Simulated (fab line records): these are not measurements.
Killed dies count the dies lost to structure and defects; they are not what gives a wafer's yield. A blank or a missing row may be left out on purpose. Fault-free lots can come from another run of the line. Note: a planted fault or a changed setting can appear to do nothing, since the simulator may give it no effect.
fab line records | flow n5Finfet
record lots=6 | wafers=18 | lastDay=17
route steps=1938 shown BEOL_M8@1379 PASSIVATION@1936
lots that met no fault: from a run of the same line without faults
startH: start of the lot's first displayed wafer, in hours after the record's first day | waitH: time in hours since the lot's previous step | " repeats the value in the row above | L1.1+2: a single row standing in for several wafers | - no value, or no start given | * or withheld: withheld | < > ~ a bound
route shown NAME@n: names a module that has steps shown in the file, with the first one's number in the route | usual: mean and standard deviation over wafers with no fault | same: alike in all rows | chamber/n: place in a boat | sites: readings site by site | _std_site: their standard deviation | _edge_site: mean of outer sites minus mean of inner sites | radiusMm: for every site, how far away it sits from the centre of the wafer | mask NAME#n: copy n | behind: the tool/chamber that last shaped the wafer | hold: cause of the lot's hold/its duration in hours/its outcome | device: which transistor (n, p or np) failed to switch | end of line: the route-end tests of the same wafers | where a step has no rows: the recipe by itself | killed: dies lost to structure and defects at the first sort, not the wafer's yield | map: dies across one wafer; x = killed, . = not, _ = none there
set.NAME: the setting the step ran with; set.NAME@STEP: the setting that earlier step ran with | model.NAME: the simulator's own value behind a step, which no gauge read
lots seen at some steps along the route; tables by step, rows by wafer
services: a tool's chamber out of use, with start hour (startH, from the record's first day; less than 0 if before it), hours out, and reason
## steps
# step N5_BEOL_M8_STRIP_80
# recipe chemistry=N2/H2 | timeS=10 | powerW=450 | tempC=40 | pressureMtorr=20 | rfFrequencyHz=6e+07 | biasPowerW=7 | n2FlowSccm=200 | h2FlowSccm=200
# usual drypumpMotorCurrentA=5.9/0.49 | oesProductAu=0.79/0.077 | rfVppV=59.3/0.93 | showerheadPlenumPTorr=2.59/0.083 | throttleValvePct=23.5/0.48
lot.wafer | tool       | chamber | startH | waitH | drypumpMotorCurrentA | oesProductAu | rfHoursCounterH | rfVppV | showerheadPlenumPTorr | throttleValvePct
L482.2    | rieDiel-04 | 2       | -      | -     | 6.3                  | 0.80         | 105             | 59.1   | 2.69                  | 23.7
L482.3    | "          | 1       | "      | "     | 5.8                  | 0.68         | 247             | 58.0   | 2.62                  | 23.7
L482.5    | "          | 0       | "      | "     | 5.0                  | 0.85         | -               | 59.5   | 2.44                  | 23.3
L490.1    | rieDiel-04 | 1       | -      | -     | 5.8                  | 0.99         | 5               | 59.5   | 2.61                  | 23.6
L490.5    | "          | 3       | "      | "     | 6.3                  | 0.80         | -               | 58.4   | 2.58                  | 23.7
L490.6    | "          | 0       | "      | "     | 5.0                  | 0.81         | -               | 58.8   | 2.43                  | 23.3
L492.2    | rieDiel-05 | 2       | -      | -     | 5.4                  | 0.79         | 109             | 59.7   | 2.46                  | 23.3
L492.5    | "          | 3       | "      | "     | 5.9                  | 0.69         | -               | 60.3   | 2.58                  | 22.7
L492.6    | "          | 0       | "      | "     | 6.2                  | 0.84         | -               | 60.9   | 2.65                  | 23.0
L498.2    | rieDiel-05 | 3       | -      | -     | 5.9                  | 0.96         | 5               | 58.4   | 2.58                  | 22.7
L498.4    | "          | 1       | "      | "     | 5.9                  | 0.71         | 205             | 60.2   | 2.62                  | 24.2
L498.5    | "          | 3       | "      | "     | 5.8                  | 0.95         | -               | 59.3   | 2.58                  | 22.7
L499.2    | rieDiel-06 | 0       | -      | -     | 6.3                  | 0.68         | 248             | 60.2   | 2.61                  | 24.1
L499.3    | "          | 2       | "      | "     | 5.9                  | 0.88         | 49              | 59.0   | 2.44                  | 22.9
L499.5    | "          | 3       | "      | "     | 5.0                  | 0.71         | -               | 58.1   | 2.63                  | 24.0
L502.3    | rieDiel-04 | 0       | -      | -     | 5.0                  | 0.80         | 106             | 59.0   | 2.42                  | 23.3
L502.4    | "          | 1       | "      | "     | 5.8                  | 0.91         | 35              | 60.2   | 2.60                  | 23.6
L502.6    | "          | 2       | "      | "     | 6.2                  | 0.75         | -               | 60.9   | 2.67                  | 23.8
# step N5_BEOL_M8_OCD_MEAS_38
# usual trenchDepthNm=93.6/1.9
lot.wafer | tool   | chamber | startH | waitH | trenchDepthNm
L482.2    | ocd-01 | -       | 224.70 | -     | 94.9
L482.3    | "      | -       | "      | "     | 89.5
L482.5    | "      | -       | "      | "     | 93.4
L490.1    | ocd-02 | -       | 268.86 | -     | 91.8
L490.5    | "      | -       | "      | "     | 95.1
L490.6    | "      | -       | "      | "     | 92.6
L492.2    | ocd-01 | -       | 273.17 | -     | 95.1
L492.5    | "      | -       | "      | "     | 92.4
L492.6    | "      | -       | "      | "     | 92.7
L498.2    | ocd-01 | -       | 325.25 | -     | 94.6
L498.4    | "      | -       | "      | "     | 96.1
L498.5    | "      | -       | "      | "     | 95.7
L499.2    | ocd-01 | -       | 329.55 | -     | 91.7
L499.3    | "      | -       | "      | "     | 93.2
L499.5    | "      | -       | "      | "     | 94.0
L502.3    | ocd-01 | -       | 351.08 | -     | 92.0
L502.4    | "      | -       | "      | "     | 91.4
L502.6    | "      | -       | "      | "     | 91.6
# step N5_BEOL_M8_HM_STRIP_39
# recipe chemistry=peroxideTinStrip | material=TiN | targetDepthA=250 | tempC=50 | timeS=158
# step N5_BEOL_M8_SRD_40
# recipe timeS=30 | tempC=23 | rinseLiquid=diw | dry=ipaMarangoni
# step N5_BEOL_M8_PRECLEAN_42
# recipe chemistry=residueRemover | timeS=60 | tempC=40
# step N5_BEOL_M8_SRD_43
# recipe timeS=30 | tempC=23 | rinseLiquid=diw | dry=ipaMarangoni
# step N5_BEOL_M8_CD_MEAS_35
# recipe targetCdNm=40 | polarity=opening
# usual cdNm=39.6/0.95
lot.wafer | tool     | chamber | startH | waitH | cdNm
L482.2    | cdSem-01 | -       | 224.87 | 0.0   | 39.1
L482.3    | "        | -       | "      | "     | 39.3
L482.5    | "        | -       | "      | "     | 39.8
L490.1    | cdSem-02 | -       | 269.01 | 0.0   | 38.8
L490.5    | "        | -       | "      | "     | 39.2
L490.6    | "        | -       | "      | "     | 39.1
L492.2    | cdSem-02 | -       | 273.32 | 0.0   | 39.0
L492.5    | "        | -       | "      | "     | 39.7
L492.6    | "        | -       | "      | "     | 38.9
L498.2    | cdSem-01 | -       | 325.42 | 0.0   | 39.6
L498.4    | "        | -       | "      | "     | 39.6
L498.5    | "        | -       | "      | "     | 40.4
L499.2    | cdSem-03 | -       | 329.71 | 0.0   | 41.0
L499.3    | "        | -       | "      | "     | 41.1
L499.5    | "        | -       | "      | "     | 42.2
L502.3    | cdSem-01 | -       | 351.23 | 0.0   | 39.5
L502.4    | "        | -       | "      | "     | 39.5
L502.6    | "        | -       | "      | "     | 38.9
# step N5_BEOL_M8_CURE_75
# recipe tempC=370 | timeS=120 | ambient=DMADMS/He | material=SiCOH_lowk
# usual lampPowerPct=52.32/0.046 | wafer_temp_C_max=371.6/0.61
lot.wafer | tool      | chamber | startH | waitH | lampPowerPct | wafer_temp_C_max
L482.2    | uvCure-02 | 2       | 224.96 | 0.1   | 52.33        | 371.2
L482.3    | "         | 2       | "      | "     | 52.31        | 371.5
L482.5    | "         | 2       | "      | "     | 52.31        | 371.0
L490.1    | uvCure-03 | 2       | 269.06 | 0.0   | 52.34        | 372.2
L490.5    | "         | 2       | "      | "     | 52.24        | 372.3
L490.6    | "         | 2       | "      | "     | 52.32        | 372.8
L492.2    | uvCure-03 | 1       | 273.41 | 0.1   | 52.31        | 371.2
L492.5    | "         | 1       | "      | "     | 52.34        | 371.1
L492.6    | "         | 1       | "      | "     | 52.29        | 371.4
L498.2    | uvCure-01 | 1       | 325.51 | 0.1   | 52.35        | 371.9
L498.4    | "         | 1       | "      | "     | 52.29        | 371.4
L498.5    | "         | 1       | "      | "     | 52.27        | 371.5
L499.2    | uvCure-01 | 1       | 329.80 | 0.1   | 52.32        | 372.6
L499.3    | "         | 1       | "      | "     | 52.31        | 373.3
L499.5    | "         | 1       | "      | "     | 52.39        | 372.2
L502.3    | uvCure-02 | 0       | 351.58 | 0.3   | 52.31        | 370.9
L502.4    | "         | 0       | "      | "     | 52.31        | 371.2
L502.6    | "         | 0       | "      | "     | 52.35        | 371.5
# step N5_BEOL_M8_DEGAS_44
# recipe ambient=vacuum | tempC=250 | timeS=60
# usual heaterPowerW=369/29
lot.wafer | tool          | chamber | startH | waitH | heaterPowerW
L482.2    | pvdSputter-01 | -       | 225.28 | 0.3   | 396
L482.3    | "             | -       | "      | "     | 379
L482.5    | "             | -       | "      | "     | 404
L490.1    | pvdSputter-01 | -       | 269.42 | 0.3   | 419
L490.5    | "             | -       | "      | "     | 403
L490.6    | "             | -       | "      | "     | 402
L492.2    | pvdSputter-02 | -       | 273.92 | 0.5   | 337
L492.5    | "             | -       | "      | "     | 324
L492.6    | "             | -       | "      | "     | 331
L498.2    | pvdSputter-01 | -       | 326.21 | 0.6   | 407
L498.4    | "             | -       | "      | "     | 374
L498.5    | "             | -       | "      | "     | 374
L499.2    | pvdSputter-01 | -       | 330.07 | 0.2   | 363
L499.3    | "             | -       | "      | "     | 401
L499.5    | "             | -       | "      | "     | 395
L502.3    | pvdSputter-03 | -       | 352.19 | 0.6   | 377
L502.4    | "             | -       | "      | "     | 365
L502.6    | "             | -       | "      | "     | 338
# step N5_BEOL_M8_PRE_CLEAN_45
# recipe gas=H2/He | timeS=30 | tempC=250
# step N5_BEOL_M8_ALD_77
# recipe material=TaN | targetThkA=20 | tempC=275 | aldPrecursorFamily=PDMAT | aldCoReactant=NH3 | pressureTorr=3 | carrierFlowSccm=1500 | pulseTimeS=2 | purgeTimeS=3 | coReactantPurgeTimeS=2 | coReactantPulseTimeS=3 | aldCycles=40 | precursorVesselTempC=75 | precursorVesselPressureTorr=26.25 | precursorVesselCarrierSccm=1000
# usual heaterPowerW=421/39
lot.wafer | tool        | chamber | startH | waitH | heaterPowerW
L482.2    | aldMetal-02 | 0       | 225.38 | 0.0   | 452
L482.3    | "           | 2       | "      | "     | 404
L482.5    | "           | 0       | "      | "     | 455
L490.1    | aldMetal-03 | 1       | 269.52 | 0.0   | 419
L490.5    | "           | 3       | "      | "     | 392
L490.6    | "           | 1       | "      | "     | 433
L492.2    | aldMetal-01 | 3       | 274.06 | 0.1   | 386
L492.5    | "           | 3       | "      | "     | 391
L492.6    | "           | 0       | "      | "     | 508
L498.2    | aldMetal-02 | 2       | 326.33 | 0.1   | 411
L498.4    | "           | 0       | "      | "     | 454
L498.5    | "           | 2       | "      | "     | 404
L499.2    | aldMetal-01 | 0       | 330.17 | 0.0   | 504
L499.3    | "           | 1       | "      | "     | 453
L499.5    | "           | 3       | "      | "     | 393
L502.3    | aldMetal-01 | 2       | 352.30 | 0.1   | 380
L502.4    | "           | 2       | "      | "     | 380
L502.6    | "           | 3       | "      | "     | 385
# step N5_BEOL_M8_SURFACE_TREAT_79
# recipe gas=Ar | timeS=* | ionEnergyEv=* | ionCurrentMaCm2=0.5 | pressureMtorr=* | arFlowSccm=30
# usual throttleValvePct=*
lot.wafer | tool          | chamber | startH | waitH | throttleValvePct
L482.2    | pvdSputter-01 | -       | 225.89 | 0.4   | *
L482.3    | "             | -       | "      | "     | *
L482.5    | "             | -       | "      | "     | *
L490.1    | pvdSputter-03 | -       | 269.82 | 0.2   | *
L490.5    | "             | -       | "      | "     | *
L490.6    | "             | -       | "      | "     | *
L492.2    | pvdSputter-03 | -       | 274.46 | 0.3   | *
L492.5    | "             | -       | "      | "     | *
L492.6    | "             | -       | "      | "     | *
L498.2    | pvdSputter-02 | -       | 326.70 | 0.2   | *
L498.4    | "             | -       | "      | "     | *
L498.5    | "             | -       | "      | "     | *
L499.2    | pvdSputter-01 | -       | 330.45 | 0.2   | *
L499.3    | "             | -       | "      | "     | *
L499.5    | "             | -       | "      | "     | *
L502.3    | pvdSputter-03 | -       | 352.59 | 0.2   | *
L502.4    | "             | -       | "      | "     | *
L502.6    | "             | -       | "      | "     | *
# step N5_BEOL_M8_CVD_78
# recipe material=Co | targetThkA=20 | tempC=withheld | precursor=CCTBA/H2 | pressureTorr=30 | timeS=142.3
# usual runLengthS=165.5/0.51
lot.wafer | tool     | chamber | startH | waitH | runLengthS
L482.2    | cvdCo-01 | 2       | 226.18 | 0.3   | 165.4
L482.3    | "        | 0       | "      | "     | 165.6
L482.5    | "        | 1       | "      | "     | 165.7
L490.1    | cvdCo-01 | 2       | 269.88 | 0.0   | 87.2
L490.5    | "        | 1       | "      | "     | 87.8
L490.6    | "        | 0       | "      | "     | 88.2
L492.2    | cvdCo-01 | 0       | 274.75 | 0.3   | 88.0
L492.5    | "        | 2       | "      | "     | 87.3
L492.6    | "        | 1       | "      | "     | 87.4
L498.2    | cvdCo-02 | 2       | 326.93 | 0.2   | 165.4
L498.4    | "        | 0       | "      | "     | 165.8
L498.5    | "        | 1       | "      | "     | 165.5
L499.2    | cvdCo-02 | 1       | 330.51 | 0.0   | 165.6
L499.3    | "        | 2       | "      | "     | 164.6
L499.5    | "        | 0       | "      | "     | 165.5
L502.3    | cvdCo-02 | 2       | 352.83 | 0.2   | 164.3
L502.4    | "        | 0       | "      | "     | 165.3
L502.6    | "        | 2       | "      | "     | 164.9
# step N5_BEOL_M8_SPUTTER_48
# recipe material=Cu | targetThkA=100 | tempC=-20 | biasV=60 | powerW=26000 | chamberPressurePa=0.13 | timeS=1.667
# step N5_PASSIVATION_PROBE_49
# usual defectLimitedYield=91.3/1.4 | killed_at_M0_to_M3=33/9.9 | killed_at_M4_up=15/5.6 | killedAtContacts=13/5.7 | killedAtFrontEnd=38/12 | killedAtOther=4/3.1 | killedDies=103/17 | killedOpen=66/13 | killedShort=32/7.8 | sort_bin_5_function=5.1/0.95 | sort_bin_6_memory=3.2/0.68 | sort_bin_8_speed=0.02/0.22 | sortNPass=1077/17 | sortYieldPct=91.3/1.5
# same grossDies=1180 | killedAtBackSide=0 | sort_bin_4_leakage[%]=0
lot.wafer | tool      | chamber | startH | waitH | defectLimitedYield[%] | killed_at_M0_to_M3 | killed_at_M4_up | killedAtContacts | killedAtFrontEnd | killedAtOther | killedDies | killedOpen | killedShort | sort_bin_5_function[%] | sort_bin_6_memory[%] | sort_bin_8_speed[%] | sortNPass | sortYieldPct[%]
L482.2    | prober-02 | -       | 294.39 | 0.1   | 92.0                  | 26                 | 17              | 12               | 37               | 2             | 94         | 70         | 23          | 5.1                    | 2.9                  | 0                   | 1086      | 92.0
L482.3    | prober-02 | -       | 294.44 | 0.1   | 92.7                  | 33                 | 14              | 8                | 28               | 3             | 86         | 52         | 33          | 3.8                    | 3.1                  | 0                   | 1094      | 92.7
L482.5    | prober-02 | -       | 294.54 | 0.2   | 92.5                  | 32                 | 13              | 8                | 31               | 4             | 88         | 47         | 37          | 4.0                    | 3.1                  | 0                   | 1092      | 92.5
L498.2    | prober-01 | -       | 389.09 | 0.1   | 90.1                  | 54                 | 12              | 11               | 31               | 9             | 117        | 64         | 47          | 4.7                    | 5.1                  | 0                   | 1063      | 90.1
L498.4    | prober-01 | -       | 389.19 | 0.2   | 89.4                  | 34                 | 31              | 11               | 44               | 5             | 125        | 83         | 37          | 6.0                    | 4.2                  | 0                   | 1055      | 89.4
L498.5    | prober-01 | -       | 389.24 | 0.2   | 91.6                  | 30                 | 15              | 19               | 33               | 2             | 99         | 75         | 20          | 4.3                    | 4.0                  | 0                   | 1081      | 91.6
L499.2    | prober-01 | -       | 396.75 | 0.1   | 92.9                  | 27                 | 6               | 13               | 33               | 5             | 84         | 51         | 28          | 4.3                    | 2.6                  | 0                   | 1096      | 92.9
L499.3    | prober-01 | -       | 396.80 | 0.1   | 90.6                  | 44                 | 18              | 14               | 29               | 6             | 111        | 70         | 38          | 5.5                    | 3.6                  | 0                   | 1069      | 90.6
L499.5    | prober-01 | -       | 396.90 | 0.2   | 90.0                  | 43                 | 7               | 18               | 38               | 12            | 118        | 73         | 37          | 5.4                    | 3.7                  | 0                   | 1062      | 90.0
L502.3    | prober-01 | -       | 419.10 | 0.1   | 90.4                  | 25                 | 12              | 13               | 58               | 5             | 113        | 65         | 43          | 5.0                    | 4.3                  | 0                   | 1067      | 90.4
L502.4    | prober-01 | -       | 419.15 | 0.2   | 90.9                  | 44                 | 16              | 5                | 34               | 8             | 107        | 75         | 29          | 4.8                    | 3.6                  | 0                   | 1073      | 90.9
L502.6    | prober-01 | -       | 419.25 | 0.3   | 89.6                  | 41                 | 10              | 18               | 49               | 5             | 123        | 76         | 43          | 5.8                    | 4.2                  | 0                   | 1057      | 89.6
# killed by level:class
L482.2 MOL_CONTACT_COAG:geometricParticle:open=11 BEOL_M4:geometricParticle:open=9 BEOL_M1:geometricParticle:open=8 STI_FIN_REVEAL:geometricParticle:open=7 ILD0:geometricParticle:open=7 BEOL_M2:geometricParticle:open=7 GATE_CUT:geometricParticle:open=5 GATE_CUT:geometricParticle:short=5
L482.3 BEOL_M4:geometricParticle:open=9 BEOL_M0_SAQP:geometricParticle:short=8 STI_FIN_REVEAL:geometricParticle:open=7 BEOL_M0_SAQP:geometricParticle:open=7 MOL_CONTACT_COAG:geometricParticle:open=6 GATE_CUT:geometricParticle:short=5 BEOL_M1:geometricParticle:open=5 BEOL_M2:geometricParticle:short=5
L482.5 BEOL_M0_SAQP:geometricParticle:short=10 BEOL_M1:geometricParticle:open=8 GATE_CUT:geometricParticle:short=7 MOL_CONTACT_COAG:geometricParticle:open=6 BEOL_M1:geometricParticle:short=5 BEOL_M4:geometricParticle:open=5 FIN_SAQP:geometricParticle:short=4 FIN_SAQP:geometricParticle:open=4
L498.2 BEOL_M3:geometricParticle:open=16 BEOL_M0_SAQP:geometricParticle:short=8 BEOL_M0_SAQP:geometricParticle:open=8 BEOL_M2:geometricParticle:open=7 MOL_CONTACT_COAG:geometricParticle:open=6 GATE_CUT:geometricParticle:short=5 BEOL_M6:geometricParticle:open=5 STARTING-WAFER:geometricParticle:short=5
L498.4 BEOL_M4:geometricParticle:open=19 FIN_SAQP:geometricParticle:open=14 BEOL_M3:geometricParticle:open=10 MOL_CONTACT_COAG:geometricParticle:open=8 FIN_SAQP:geometricParticle:short=7 BEOL_M4:geometricParticle:short=7 BEOL_M1:geometricParticle:open=7 BEOL_M0_SAQP:geometricParticle:open=6
L498.5 MOL_CONTACT_COAG:geometricParticle:open=17 BEOL_M2:geometricParticle:open=13 BEOL_M4:geometricParticle:open=10 FIN_SAQP:geometricParticle:open=7 DUMMY_GATE:geometricParticle:open=5 ILD0:geometricParticle:short=5 BEOL_M0_SAQP:geometricParticle:open=5 GATE_CUT:geometricParticle:short=3
L499.2 MOL_CONTACT_COAG:geometricParticle:open=11 BEOL_M1:geometricParticle:open=10 STI_FIN_REVEAL:geometricParticle:open=6 GATE_CUT:geometricParticle:short=6 BEOL_M3:geometricParticle:open=6 FIN_SAQP:geometricParticle:open=5 DUMMY_GATE:geometricParticle:short=5 BEOL_M0_SAQP:geometricParticle:short=4
L499.3 BEOL_M0_SAQP:geometricParticle:short=14 MOL_CONTACT_COAG:geometricParticle:open=12 BEOL_M0_SAQP:geometricParticle:open=11 BEOL_M2:geometricParticle:open=8 BEOL_M4:geometricParticle:open=6 STI_FIN_REVEAL:geometricParticle:open=4 DUMMY_GATE:geometricParticle:open=4 BEOL_M2:geometricParticle:short=4
L499.5 MOL_CONTACT_COAG:geometricParticle:open=16 BEOL_M1:geometricParticle:open=10 BEOL_M0_SAQP:geometricParticle:open=8 BEOL_M0_SAQP:geometricParticle:short=7 FIN_SAQP:geometricParticle:open=6 STI_FIN_REVEAL:geometricParticle:open=6 BEOL_M1:geometricParticle:short=6 BEOL_M2:geometricParticle:open=5
L502.3 GATE_CUT:geometricParticle:short=10 STI_FIN_REVEAL:geometricParticle:open=9 FIN_SAQP:geometricParticle:open=8 MOL_CONTACT_COAG:geometricParticle:open=8 DUMMY_GATE:geometricParticle:open=7 BEOL_M0_SAQP:geometricParticle:short=7 BEOL_M0_SAQP:geometricParticle:open=6 FIN_SAQP:geometricParticle:short=5
L502.4 STI_FIN_REVEAL:geometricParticle:open=13 BEOL_M0_SAQP:geometricParticle:open=9 BEOL_M1:geometricParticle:open=8 BEOL_M0_SAQP:geometricParticle:short=7 BEOL_M3:geometricParticle:open=7 BEOL_M4:geometricParticle:open=7 BEOL_M2:geometricParticle:open=6 FIN_SAQP:geometricParticle:open=5
L502.6 STI_FIN_REVEAL:geometricParticle:open=15 MOL_CONTACT_COAG:geometricParticle:open=11 BEOL_M0_SAQP:geometricParticle:short=10 BEOL_M0_SAQP:geometricParticle:open=10 FIN_SAQP:geometricParticle:open=6 BEOL_M3:geometricParticle:open=6 FIN_SAQP:geometricParticle:short=5 MOL_CONTACT_COAG:geometricParticle:short=5
## services
tool          | chamber | startH | hours | kind
aldMetal-03   | 2       | 207.00 | 205.9 | repair
uvCure-01     | -       | 211.36 | 3.4   | pm
pvdSputter-03 | -       | 216.20 | 4.0   | repair
aldMetal-02   | 1       | 222.16 | 4.1   | repair
aldMetal-01   | 0       | 222.67 | 8.0   | repair
aldMetal-01   | -       | 228.84 | 14.6  | pm
rieDiel-04    | 1       | 235.11 | -     | clean
rieDiel-04    | 1       | 235.11 | -     | consumableReplace:focusRing
rieDiel-04    | 1       | 235.11 | 19.4  | scheduledDown
rieDiel-04    | 1       | 235.11 | 19.4  | ventCycle
uvCure-03     | -       | 245.83 | 0.7   | repair
uvCure-02     | -       | 251.43 | 5.2   | repair
uvCure-03     | -       | 266.58 | 0.9   | repair
rieDiel-06    | 0       | 268.22 | 15.3  | repair
aldMetal-03   | -       | 289.12 | 8.7   | pm
aldMetal-02   | 0       | 293.00 | 16.3  | repair
rieDiel-06    | 2       | 293.88 | 4.3   | repair
rieDiel-05    | 2       | 297.03 | 9.6   | repair
aldMetal-03   | -       | 301.30 | 0.4   | repair
rieDiel-06    | 2       | 304.45 | 10.4  | repair
cvdCo-01      | 2       | 326.13 | 10.9  | repair
cvdCo-02      | 1       | 333.33 | -     | clean
aldMetal-01   | -       | 337.25 | 14.0  | pm
uvCure-03     | -       | 349.66 | 1.0   | pm
## key
firstSign step=N5_BEOL_M8_CVD_78 | reading=runLengthS | direction=down | sigmas=99+ | usual=* | struck=*
effect none on later readings
metAt N5_BEOL_M8_CVD_78
struckWafers L490.1,L490.5,L490.6,L492.2,L492.5,L492.6
rowsEnd L490.1,L490.5,L490.6
onsetBetween 226.18 269.88
fault kind=processParameterDrift | tool=cvdCo-01 | chamber=- | onsetH=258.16 | steps=N5_BEOL_M8_CVD_78 | channel=timeS | offset=* | shape=step | actsIn=* | stated=*
# rowsEnd: these wafers met a further fault down the route, and their rows from its step on are left out
